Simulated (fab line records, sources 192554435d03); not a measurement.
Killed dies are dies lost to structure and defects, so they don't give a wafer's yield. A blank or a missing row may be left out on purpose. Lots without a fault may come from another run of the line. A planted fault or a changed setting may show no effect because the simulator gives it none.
Which tool did it? | flow n5_finfet | 9 lots, 27 wafers sampled, at 4 steps of a route of 1938

WHAT THE GAUGES READ, wafer by wafer
N5_PMOS_HMC_CHANNEL_EPI_THK_MEAS_22.
lot  | measured    | on            | HMC_CMP_THK (nm)
L338 | day 2 13:53 | film_metro-01 | 54.1 52.7 54.0
L345 | day 4 08:02 | film_metro-02 | 53.2 53.2 52.8
L346 | day 4 15:02 | film_metro-01 | 54.1 54.7 54.6
L347 | day 4 20:29 | film_metro-02 | 53.7 53.7 53.9
L348 | day 5 03:28 | film_metro-02 | 54.0 54.3 52.9
L349 | day 5 08:22 | film_metro-02 | 49.3 49.5 49.2
L350 | day 5 15:12 | film_metro-01 | 48.3 48.7 48.3
L355 | day 6 20:34 | film_metro-01 | 52.6 54.7 54.6
L358 | day 7 13:11 | film_metro-01 | 53.7 53.6 53.3

WHICH TOOL RAN EACH LOT (tool, then ch and the chambers of the sampled wafers, then the start)
lot  | N5_PMOS_HMC_CHANNEL_EPI_STRIP_33  | N5_PMOS_HMC_CHANNEL_EPI_EPI_20 | N5_PMOS_HMC_CHANNEL_EPI_CMP_21
L338 | rie_diel-03 ch 0,2,3, day 2 11:22 | epi_rpcvd-02 ch 0, day 2 11:51 | cmp-04 ch 0,2,3, day 2 13:35
L345 | rie_diel-02 ch 0,1,2, day 4 05:31 | epi_rpcvd-02 ch 0, day 4 06:01 | cmp-02 ch 0,1,3, day 4 07:50
L346 | rie_diel-04 ch 0,1, day 4 11:59   | epi_rpcvd-01 ch 0, day 4 12:50 | cmp-02 ch 0,1,2, day 4 14:49
L347 | rie_diel-03 ch 0,2, day 4 17:57   | epi_rpcvd-03 ch 0, day 4 18:27 | cmp-02 ch 1,2,3, day 4 20:16
L348 | rie_diel-04 ch 0,3, day 4 23:41   | epi_rpcvd-01 ch 0, day 5 00:40 | cmp-02 ch 1,2,3, day 5 03:12
L349 | rie_diel-03 ch 0,3, day 5 05:50   | epi_rpcvd-02 ch 0, day 5 06:20 | cmp-02 ch 2,3, day 5 08:07
L350 | rie_diel-02 ch 0,3, day 5 12:35   | epi_rpcvd-02 ch 0, day 5 13:20 | cmp-03 ch 1,2,3, day 5 14:55
L355 | rie_diel-02 ch 1,2,3, day 6 18:02 | epi_rpcvd-03 ch 0, day 6 18:32 | cmp-03 ch 1,3, day 6 20:18
L358 | rie_diel-03 ch 1,2,3, day 7 11:04 | epi_rpcvd-03 ch 0, day 7 11:34 | cmp-03 ch 1,3, day 7 12:53
- N5_PMOS_HMC_CHANNEL_EPI_STRIP_33: strips in N2/H2.
- N5_PMOS_HMC_CHANNEL_EPI_EPI_20: deposits SiGe30, target thk 59 nm.
- N5_PMOS_HMC_CHANNEL_EPI_CMP_21: polishes SiGe30, target thk 54 nm.

THE ANSWER, worked out from the rows above alone
Rule: what is usual is taken from the lots themselves. Put in order of their means at a reading, lots are off if they are a third of the lots or fewer, leave a main group of 4 or more, and stand apart from it by a gap of 3 or more times the standard deviation of the main group's means; of several such gaps the widest counts. A main group whose means are all the same, to the digits that the tables above print for the reading, isn't used. A lot without any number at a reading at which 4 lots or more have one is off too. The other lots that the step has rows for count as sound.
Off: L349, L350, at N5_PMOS_HMC_CHANNEL_EPI_THK_MEAS_22 (HMC_CMP_THK). The main group: mean 53.7 nm, standard deviation 0.4.
A tool fits if, at a process step before that reading, it ran every lot that is off, and no sound lot after the first of them. The gauges at N5_PMOS_HMC_CHANNEL_EPI_THK_MEAS_22 are tried like those tools. One fits: epi_rpcvd-02 at N5_PMOS_HMC_CHANNEL_EPI_EPI_20. Its last sound lot is L345 (day 4 06:01), its first lot that is off L349 (day 5 06:20): a fault that began between those two fits.

WHAT THE SIMULATOR HAD PUT IN
Process parameter drift: epi_rpcvd-02, from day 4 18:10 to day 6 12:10, at N5_PMOS_HMC_CHANNEL_EPI_EPI_20. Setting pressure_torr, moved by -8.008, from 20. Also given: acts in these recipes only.
Lots struck among those shown: L349, L350. The rule above found the same.
